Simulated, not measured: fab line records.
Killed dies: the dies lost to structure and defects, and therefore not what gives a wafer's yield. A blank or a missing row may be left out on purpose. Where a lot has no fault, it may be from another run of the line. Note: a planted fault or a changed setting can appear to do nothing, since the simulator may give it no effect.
Matching of chambers || flow n5 finfet || pecvd-01 running N5_GATE_CUT_HM_DEP_46: 3 sister chambers
The step deposits SiO2 from TEOS/O2, target thk 130 nm, time 26.6 s. 6 wafers are shown with their chamber, then 10 later ones without.

## WAFERS WITH THEIR CHAMBER
{"wafer": "L084.1", "chamber": 0, "showerhead plenum p Torr (Torr)": 8.37, "throttle valve pct (%)": 19.0}
{"wafer": "L084.4", "chamber": 0, "showerhead plenum p Torr (Torr)": 8.37, "throttle valve pct (%)": 19.1}
{"wafer": "L089.2", "chamber": 1, "showerhead plenum p Torr (Torr)": 8.30, "throttle valve pct (%)": 19.2}
{"wafer": "L089.4", "chamber": 2, "showerhead plenum p Torr (Torr)": 8.33, "throttle valve pct (%)": 18.4}
{"wafer": "L091.1", "chamber": 2, "showerhead plenum p Torr (Torr)": 8.31, "throttle valve pct (%)": 18.4}
{"wafer": "L091.2", "chamber": 1, "showerhead plenum p Torr (Torr)": 8.30, "throttle valve pct (%)": 19.5}

## WAFERS WITHOUT THEIR CHAMBER
{"wafer": "L091.4", "showerhead plenum p Torr (Torr)": 8.32, "throttle valve pct (%)": 18.5}
{"wafer": "L091.3", "showerhead plenum p Torr (Torr)": 8.32, "throttle valve pct (%)": 19.2}
{"wafer": "L091.5", "showerhead plenum p Torr (Torr)": 8.32, "throttle valve pct (%)": 18.1}
{"wafer": "L091.6", "showerhead plenum p Torr (Torr)": 8.33, "throttle valve pct (%)": 19.0}
{"wafer": "L095.2", "showerhead plenum p Torr (Torr)": 8.31, "throttle valve pct (%)": 19.4}
{"wafer": "L095.3", "showerhead plenum p Torr (Torr)": 8.40, "throttle valve pct (%)": 19.2}
{"wafer": "L095.4", "showerhead plenum p Torr (Torr)": 8.33, "throttle valve pct (%)": 18.6}
{"wafer": "L096.2", "showerhead plenum p Torr (Torr)": 8.31, "throttle valve pct (%)": 18.6}
{"wafer": "L096.3", "showerhead plenum p Torr (Torr)": 8.40, "throttle valve pct (%)": 19.1}
{"wafer": "L096.4", "showerhead plenum p Torr (Torr)": 8.32, "throttle valve pct (%)": 18.2}

## EACH ONE'S CHAMBER
{"wafer": "L091.4", "from the rows above": 2, "in truth": 2}
{"wafer": "L091.3", "from the rows above": 1, "in truth": 1}
{"wafer": "L091.5", "from the rows above": 2, "in truth": 2}
{"wafer": "L091.6", "from the rows above": "can't be placed: 1 or 2 or 0", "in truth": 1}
{"wafer": "L095.2", "from the rows above": 1, "in truth": 1}
{"wafer": "L095.3", "from the rows above": 0, "in truth": 0}
{"wafer": "L095.4", "from the rows above": 2, "in truth": 2}
{"wafer": "L096.2", "from the rows above": 2, "in truth": 2}
{"wafer": "L096.3", "from the rows above": 0, "in truth": 0}
{"wafer": "L096.4", "from the rows above": 2, "in truth": 2}
Placed correctly: 9 of 10. Unplaceable from these rows: 1, with the true chamber sitting among the candidates in 1. Wrongly placed: 0.
How it was worked out, from the rows above alone: a wafer's distance from a chamber is the root of the sum, over the readings, of the square of ((its reading less the chamber's mean) divided by the reading's scatter). If the next closest chamber is less than 2 further off than the closest, the wafer can't be placed; otherwise it belongs to the closest. The mean given for a chamber averages the wafers shown for that chamber. How the scatter is found: for the shown wafers, subtract from each reading the mean of its chamber, square and add these, divide the total by (wafers less chambers), then take the root.
